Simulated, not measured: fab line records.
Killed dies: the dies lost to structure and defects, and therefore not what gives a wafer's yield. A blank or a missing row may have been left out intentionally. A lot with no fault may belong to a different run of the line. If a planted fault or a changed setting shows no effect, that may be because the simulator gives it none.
fab line records | flow n5-finfet
record: lots: 12 | wafers: 36 | last-day: 21
route steps=1938 shown BEOL_M11@1592 PASS1_CAP@1874 PASSIVATION@1911
lots untouched by any fault: they come from a run of this same line in which no faults occurred
start-h: start of the lot's first displayed wafer, in hours after the record's first day | wait-h: hours from the lot's prior step to this one | " as in the row above | L1.1+2: a single row standing in for several wafers | - value missing, or start not given | * or withheld: withheld | < > ~ a bound
route shown NAME@n: a module of which the file shows steps, and the number in the route of the first | usual: mean and standard deviation over wafers with no fault | same: alike in all rows | chamber/n: place in a boat | sites: the reading at each site | _std_site: standard deviation of those values | _edge_site: outer sites' mean less inner sites' | radius-mm: how far each site lies from the wafer's centre | mask NAME#n: copy n | behind: the most recent tool/chamber to have shaped the wafer | hold: cause of the lot's hold/its duration in hours/its outcome | device: transistor that didn't switch, given as n, p or np | end of line: at the end of the route, the tests of the same wafers | a step with no rows: only its recipe | killed: count of dies lost to structure and defects at first sort (not the wafer's yield) | map: per-die view of a wafer (x killed, . not killed, _ where there is no die)
set.NAME: the run value of the setting; set.NAME@STEP: its run value at that earlier step | model.NAME: the simulator's own value behind a step, which no gauge read
a sample of lots followed through the steps of the route, with each step as a table and each wafer as a row
services: the hour from which a tool's chamber was out of use, counted from the record's first day as start-h (under 0 if before that day), plus the number of hours and why
== steps ==
step: N5_BEOL_M11_CVD_75
recipe: material: Co | target-thk-a: 20 | temp-c: withheld | precursor: CCTBA/H2 | pressure-torr: 30 | time-s: 138.9
lot.wafer  | tool      | chamber | start-h | wait-h
L747.1+3+6 | cvd-co-02 | 2,1,2   | 292.77  | 0.0
L748.1+4+6 | cvd-co-02 | 1,0,2   | 308.46  | 0.1
L751.2+3+4 | cvd-co-01 | 2,1,1   | 338.91  | 0.0
L750.2+4+6 | cvd-co-02 | 0,2,2   | 347.35  | 0.1
L756.2+4+5 | cvd-co-01 | 2,2,0   | 372.20  | 0.2
L761.2+4+6 | cvd-co-01 | 0,1,2   | 380.55  | 0.1
L763.1+2+4 | cvd-co-02 | 2,0,2   | 391.92  | 0.3
L762.2+4+5 | cvd-co-02 | 2,2,1   | 409.47  | 0.2
L766.2+3+4 | cvd-co-02 | 0,1,2   | 421.08  | 0.3
L764.1+4+6 | cvd-co-02 | 1,0,1   | 425.56  | 0.0
L768.2+3+4 | cvd-co-02 | 2,0,2   | 436.31  | 0.0
L767.2+3+5 | cvd-co-01 | 2,2,1   | 469.26  | 0.0
step: N5_PASSIVATION_PECVD_01
recipe: material: SiNx | target-thk-a: 2000 | temp-c: 400 | precursor: SiH4/NH3/N2 | pressure-torr: 4.9 | rf-w: 1406 | time-s: 43.2
usual: heater-power-w: 398/93 | rf-fwd-power-W: 1394/5.6 | showerhead-plenum-p-Torr: 8.65/0.073 | throttle-valve-pct: 29.1/1.7
lot.wafer | tool     | chamber | start-h | wait-h | heater-power-w | rf-fwd-power-W | showerhead-plenum-p-Torr | throttle-valve-pct
L747.1    | pecvd-04 | 2       | 326.34  | 0.0    | 316            | 1390           | 8.67                     | 27.1
L747.3    | "        | 0       | "       | "      | 535            | 1398           | 8.63                     | 28.4
L747.6    | "        | 2       | "       | "      | 332            | 1390           | 8.68                     | 27.6
L748.1    | pecvd-04 | 2       | 342.20  | 0.0    | 297            | 1395           | 8.69                     | 27.4
L748.4    | "        | 1       | "       | "      | 379            | 1393           | 8.73                     | 32.7
L748.6    | "        | 2       | "       | "      | 314            | 1396           | 8.68                     | 27.5
L751.2    | pecvd-04 | 1       | 378.57  | 0.0    | 378            | 1391           | 8.71                     | 32.7
L751.3    | "        | 2       | "       | "      | 318            | 1387           | 8.67                     | 27.2
L751.4    | "        | 1       | "       | "      | 390            | 1398           | 8.70                     | 32.9
L750.2    | pecvd-01 | 2       | 379.42  | 0.0    | 469            | 1398           | 8.53                     | 28.1
L750.4    | "        | 2       | "       | "      | 472            | 1395           | 8.55                     | 27.8
L750.6    | "        | 0       | "       | "      | 324            | 1398           | 8.55                     | 30.5
L756.2    | pecvd-01 | 2       | 408.54  | 0.0    | 453            | 1388           | 8.55                     | 28.2
L756.4    | "        | 1       | "       | "      | 528            | 1389           | 8.78                     | 30.0
L756.5    | "        | 0       | "       | "      | 475            | 1395           | 8.55                     | 30.9
L761.2    | pecvd-02 | 0       | 412.55  | 0.0    | 301            | 1397           | 8.62                     | 29.0
L761.4    | "        | 2       | "       | "      | 203            | 1398           | 8.64                     | 26.4
L761.6    | "        | 0       | "       | "      | 315            | 1402           | 8.61                     | 28.6
L763.1    | pecvd-04 | 2       | 427.56  | 0.0    | 328            | 1393           | 8.66                     | 27.6
L763.2    | "        | 0       | "       | "      | 555            | 1400           | 8.60                     | 28.5
L763.4    | "        | 0       | "       | "      | 556            | 1394           | 8.64                     | 28.3
L762.2    | pecvd-01 | 1       | 439.61  | 0.0    | 378            | 1387           | 8.77                     | 29.8
L762.4    | "        | 2       | "       | "      | 338            | 1393           | 8.53                     | 27.9
L762.5    | "        | 1       | "       | "      | 405            | 1383           | 8.75                     | 29.9
L766.2    | pecvd-01 | 1       | 448.63  | 0.0    | 491            | 1384           | 8.76                     | 29.8
L766.3    | "        | 0       | "       | "      | 424            | 1388           | 8.53                     | 30.8
L766.4    | "        | 0       | "       | "      | 430            | 1385           | 8.56                     | 31.0
L764.1    | pecvd-04 | 1       | 457.45  | 0.0    | 416            | 1403           | 8.69                     | 27.4
L764.4    | "        | 1       | "       | "      | 425            | 1400           | 8.68                     | 27.2
L764.6    | "        | 0       | "       | "      | 542            | 1390           | 8.62                     | 28.4
L768.2    | pecvd-02 | 0       | 469.44  | 0.0    | 400            | 1390           | 8.60                     | 28.9
L768.3    | "        | 1       | "       | "      | 478            | 1395           | 8.71                     | 30.4
L768.4    | "        | 0       | "       | "      | 249            | 1392           | 8.64                     | 29.0
L767.2    | pecvd-01 | 2       | 500.22  | 0.0    | 472            | 1400           | 8.54                     | 27.9
L767.3    | "        | 0       | "       | "      | 342            | 1403           | 8.57                     | 31.1
L767.5    | "        | 0       | "       | "      | 347            | 1408           | 8.54                     | 30.8
step: N5_PASSIVATION_STRIP_34
recipe: chemistry: O2 | power-w: 600 | temp-c: 60 | pressure-mtorr: 30 | rf-frequency-hz: 6e+07 | bias-power-w: 0 | overash-fraction: 2 | o2-flow-sccm: 225
usual: drypump-motor-current-A: 5.6/0.53 | o2-flow-sccm: 225.0/0.66 | oes-product-au: 0.80/0.082 | rf-vpp-V: 3.6/1.7 | showerhead-plenum-p-Torr: 2.09/0.072 | throttle-valve-pct: 16.46/0.15
lot.wafer | tool        | chamber | start-h | wait-h | drypump-motor-current-A | o2-flow-sccm | oes-product-au | rf-hours-counter-h | rf-vpp-V | showerhead-plenum-p-Torr | throttle-valve-pct
L747.1    | rie-diel-05 | 0       | 331.16  | 0.2    | 5.3                     | 224.8        | 0.76           | 150                | 3.7      | 2.09                     | 16.60
L747.3    | "           | 2       | "       | "      | 5.4                     | 224.6        | 0.73           | 187                | 3.1      | 2.07                     | 16.34
L747.6    | "           | 0       | "       | "      | 5.2                     | 224.9        | 0.79           | -                  | 4.0      | 2.09                     | 16.61
L748.1    | rie-diel-05 | 0       | 344.95  | 0.1    | 5.3                     | 224.8        | 0.75           | 155                | 4.7      | 2.09                     | 16.57
L748.4    | "           | 2       | "       | "      | 5.4                     | 224.5        | 0.71           | 192                | 1.0      | 2.07                     | 16.36
L748.6    | "           | 2       | "       | "      | 5.4                     | 224.4        | 0.71           | -                  | 2.5      | 2.07                     | 16.35
L751.2    | rie-diel-04 | 2       | 383.19  | 0.1    | 4.9                     | 224.8        | 0.69           | 215                | 6.3      | 2.05                     | 16.32
L751.3    | "           | 1       | "       | "      | 6.3                     | 226.1        | 0.80           | 108                | 3.4      | 2.09                     | 16.64
L751.4    | "           | 3       | "       | "      | 6.6                     | 225.1        | 0.90           | 23                 | 2.8      | 2.16                     | 16.34
L750.2    | rie-diel-05 | 3       | 386.81  | 0.1    | 5.3                     | 225.7        | 0.81           | 84                 | 2.1      | 2.03                     | 16.49
L750.4    | "           | 0       | "       | "      | 5.3                     | 225.6        | 0.74           | 168                | 4.1      | 2.08                     | 16.57
L750.6    | "           | 0       | "       | "      | 5.2                     | 225.9        | 0.76           | -                  | 4.4      | 2.08                     | 16.57
L756.2    | rie-diel-01 | 0       | 415.01  | 0.1    | 5.5                     | 225.7        | 0.95           | 17                 | 4.0      | 2.07                     | 16.40
L756.4    | "           | 3       | "       | "      | 5.6                     | 225.0        | 0.75           | -                  | 2.3      | 2.02                     | 16.47
L756.5    | "           | 2       | "       | "      | 5.3                     | 224.1        | 0.83           | -                  | 3.4      | 2.24                     | 16.36
L761.2    | rie-diel-01 | 2       | 417.84  | 0.1    | 5.2                     | 224.1        | 0.84           | 62                 | 4.1      | 2.24                     | 16.32
L761.4    | "           | 3       | "       | "      | 5.6                     | 223.8        | 0.78           | -                  | 2.5      | 2.01                     | 16.49
L761.6    | "           | 0       | "       | "      | 5.5                     | 224.5        | 0.92           | -                  | 6.2      | 2.07                     | 16.43
L763.1    | rie-diel-05 | 1       | 431.90  | 0.1    | 6.4                     | 224.4        | 0.77           | 119                | 1.9      | 2.01                     | 16.37
L763.2    | "           | 3       | "       | "      | 5.3                     | 224.7        | 0.83           | 100                | 4.6      | 2.02                     | 16.48
L763.4    | "           | 2       | "       | "      | 5.4                     | 225.4        | 0.71           | 222                | 4.0      | 2.06                     | 16.36
L762.2    | rie-diel-01 | 0       | 444.64  | 0.1    | 5.5                     | 225.0        | 0.91           | 31                 | 2.0      | 2.06                     | 16.49
L762.4    | "           | 3       | "       | "      | 5.7                     | 226.0        | 0.74           | 161                | 5.5      | 2.01                     | 16.50
L762.5    | "           | 2       | "       | "      | 5.2                     | 224.6        | 0.82           | -                  | 6.0      | 2.23                     | 16.41
L766.2    | rie-diel-04 | 0       | 451.79  | 0.1    | 5.8                     | 223.8        | 0.83           | 66                 | 3.3      | 2.04                     | 16.32
L766.3    | "           | 3       | "       | "      | 6.5                     | 225.2        | 0.85           | 47                 | 2.5      | 2.15                     | 16.37
L766.4    | "           | 2       | "       | "      | 4.9                     | 226.2        | 0.68           | -                  | 6.5      | 2.05                     | 16.40
L764.1    | rie-diel-01 | 2       | 464.61  | 0.2    | 5.3                     | 224.8        | 0.80           | 82                 | 4.7      | 2.23                     | 16.41
L764.4    | "           | 0       | "       | "      | 5.5                     | 225.4        | 0.90           | 38                 | 3.4      | 2.06                     | 16.47
L764.6    | "           | 0       | "       | "      | 5.5                     | 225.4        | 0.90           | -                  | 4.9      | 2.06                     | 16.41
L768.2    | rie-diel-05 | 1       | 473.01  | 0.1    | 6.4                     | 223.5        | 0.76           | 134                | 0.9      | 2.00                     | 16.37
L768.3    | "           | 3       | "       | "      | 5.2                     | 225.0        | 0.79           | 116                | 8.5      | 2.02                     | 16.54
L768.4    | "           | 0       | "       | "      | 5.3                     | 224.4        | 0.71           | 198                | 3.1      | 2.07                     | 16.67
L767.2    | rie-diel-04 | 0       | 504.46  | 0.1    | 5.7                     | 224.9        | 0.81           | 83                 | 3.6      | 2.03                     | 16.36
L767.3    | "           | 3       | "       | "      | 6.6                     | 224.8        | 0.82           | 72                 | 8.5      | 2.14                     | 16.39
L767.5    | "           | 0       | "       | "      | 5.8                     | 225.2        | 0.81           | -                  | 3.1      | 2.03                     | 16.41
step: N5_PASSIVATION_PROBE_49
usual: defect-limited-yield: 91.4/1.4 | killed_at_M0_to_M3: 34/9.1 | killed_at_M4_up: 14/5.2 | killed-at-contacts: 12/6.4 | killed-at-front-end: 38/11 | killed-at-other: 3.7/2.8 | killed-dies: 102/17 | killed-on-rim: 14/3.9 | killed-open: 68/13 | killed-short: 32/7.8 | sort_bin_4_leakage: 0.05/0.3 | sort_bin_5_function: 5.1/1 | sort_bin_6_memory: 3.2/0.66 | sort-n-pass: 1076/19 | sort-yield-pct: 91.2/1.6
same: gross-dies: 1180 | killed-at-back-side: 0 | sort_bin_8_speed[%]: 0
lot.wafer | tool      | chamber | start-h | wait-h | defect-limited-yield[%] | killed_at_M0_to_M3 | killed_at_M4_up | killed-at-contacts | killed-at-front-end | killed-at-other | killed-dies | killed-on-rim | killed-open | killed-short | sort_bin_4_leakage[%] | sort_bin_5_function[%] | sort_bin_6_memory[%] | sort-n-pass | sort-yield-pct[%]
L756.2    | prober-02 | -       | 419.54  | 0.1    | 91.4                    | 37                 | 8               | 17                 | 33                  | 6               | 101         | 17            | 65          | 33           | 0                     | 4.7                    | 3.4                  | 1079        | 91.4
L756.4    | prober-02 | -       | 419.64  | 0.2    | 90.6                    | 33                 | 15              | 12                 | 46                  | 5               | 111         | 14            | 76          | 32           | 0                     | 5.5                    | 3.9                  | 1069        | 90.6
L756.5    | prober-02 | -       | 419.69  | 0.2    | 86.8                    | 23                 | 88              | 6                  | 33                  | 6               | 156         | 28            | 59          | 20           | 0                     | 7.7                    | 3.5                  | 1024        | 86.8
L761.2    | prober-02 | -       | 422.47  | 0.1    | 85.1                    | 26                 | 91              | 20                 | 38                  | 1               | 176         | 37            | 67          | 28           | 0                     | 8.5                    | 3.1                  | 1004        | 85.1
L761.4    | prober-02 | -       | 422.57  | 0.2    | 93.9                    | 18                 | 8               | 25                 | 18                  | 3               | 72          | 16            | 49          | 22           | 0                     | 3.7                    | 2.3                  | 1108        | 93.9
L761.6    | prober-02 | -       | 422.67  | 0.3    | 90.4                    | 33                 | 13              | 21                 | 43                  | 3               | 113         | 16            | 78          | 32           | 0                     | 6.6                    | 2.7                  | 1067        | 90.4
killed by level:class
L756.2 BEOL_M2:geometric-particle:open=15 MOL_CONTACT_COAG:geometric-particle:open=12 FIN_SAQP:geometric-particle:open=7 BEOL_M0_SAQP:geometric-particle:open=7 STI_FIN_REVEAL:geometric-particle:open=5 BEOL_M0_SAQP:geometric-particle:short=5 BEOL_M3:geometric-particle:open=5 FIN_SAQP:geometric-particle:short=4
L756.4 FIN_SAQP:geometric-particle:open=20 BEOL_M2:geometric-particle:open=12 MOL_CONTACT_COAG:geometric-particle:open=8 BEOL_M4:geometric-particle:open=7 STI_FIN_REVEAL:geometric-particle:open=6 BEOL_M3:geometric-particle:open=6 BEOL_M0_SAQP:geometric-particle:short=5 FIN_SAQP:geometric-particle:short=4
L756.5 BEOL_M11:unspecified=77 STI_FIN_REVEAL:geometric-particle:open=11 BEOL_M2:geometric-particle:open=6 FIN_SAQP:geometric-particle:short=5 MOL_CONTACT_COAG:geometric-particle:open=5 GATE_CUT:geometric-particle:short=4 BEOL_M0_SAQP:geometric-particle:open=4 BEOL_M1:geometric-particle:open=4
L761.2 BEOL_M11:unspecified=80 MOL_CONTACT_COAG:geometric-particle:open=17 STI_FIN_REVEAL:geometric-particle:open=14 BEOL_M1:geometric-particle:short=7 BEOL_M2:geometric-particle:open=6 BEOL_M4:geometric-particle:open=6 DUMMY_GATE:geometric-particle:open=5 BEOL_M0_SAQP:geometric-particle:short=4
L761.4 MOL_CONTACT_COAG:geometric-particle:open=18 STI_FIN_REVEAL:geometric-particle:open=7 MOL_CONTACT_COAG:geometric-particle:short=7 BEOL_M0_SAQP:geometric-particle:open=6 BEOL_M1:geometric-particle:open=3 BEOL_M3:geometric-particle:short=3 SPACER0:geometric-particle:short=2 ILD0:geometric-particle:short=2
L761.6 STI_FIN_REVEAL:geometric-particle:open=21 MOL_CONTACT_COAG:geometric-particle:open=18 BEOL_M0_SAQP:geometric-particle:short=11 BEOL_M2:geometric-particle:open=6 BEOL_M0_SAQP:geometric-particle:open=5 FIN_SAQP:geometric-particle:open=3 STI_FIN_REVEAL:geometric-particle:short=3 DUMMY_GATE:geometric-particle:open=3
== services ==
tool        | chamber | start-h | hours | kind
cvd-co-02   | 0       | 276.78  | 11.1  | repair
pecvd-01    | 0       | 280.33  | 2.1   | scheduled-down
cvd-co-01   | 2       | 308.57  | 5.2   | repair
pecvd-01    | 1       | 309.14  | 5.5   | scheduled-down
pecvd-04    | 0       | 310.70  | 5.5   | scheduled-down
cvd-co-02   | 1       | 333.33  | -     | clean
cvd-co-02   | 1       | 333.33  | 22.0  | scheduled-down
cvd-co-02   | 1       | 333.33  | 22.0  | vent-cycle
cvd-co-01   | 0       | 340.67  | 19.2  | repair
cvd-co-02   | -       | 360.18  | 14.6  | pm
rie-diel-04 | 2       | 364.60  | 12.6  | repair
pecvd-04    | 0       | 377.57  | 5.4   | repair
rie-diel-01 | 3       | 395.29  | 4.1   | repair
pecvd-02    | -       | 400.28  | 6.0   | pm
pecvd-04    | 1       | 404.41  | 5.5   | scheduled-down
rie-diel-05 | 0       | 417.32  | 6.0   | repair
rie-diel-04 | 1       | 448.62  | 4.0   | repair
rie-diel-04 | 0       | 463.17  | 18.9  | repair
cvd-co-01   | 0       | 464.76  | 20.7  | repair
pecvd-04    | 1       | 465.26  | 2.1   | scheduled-down
cvd-co-01   | -       | 475.63  | 2.6   | repair
rie-diel-04 | 2       | 480.68  | 6.5   | repair
pecvd-01    | -       | 496.80  | 0.6   | repair
pecvd-02    | -       | 500.02  | 2.8   | pm
== key ==
first-sign: step: N5_PASSIVATION_PROBE_49 | reading: killed_at_M4_up | direction: up | sigmas: 15 | usual: 14 | struck: 90
effect: step: N5_PASSIVATION_PROBE_49 | reading: defect-limited-yield | direction: down | sigmas: 3.8 | usual: 91.4 | struck: 85.9
more-kills-born-at: N5_BEOL_M11_CVD_75@cvd-co-01: 157
met-at N5_BEOL_M11_CVD_75
struck-lots L756,L761
struck-wafers L756.5,L761.2
not-acting-at N5_PASSIVATION_PECVD_01,N5_PASSIVATION_STRIP_34
fault: kind: chamber-particle-source | tool: cvd-co-01 | chamber: 0 | onset-h: 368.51 | steps: N5_BEOL_M11_CVD_75 | rate-per-visit-cm2: 1.9823 | end-h: 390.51
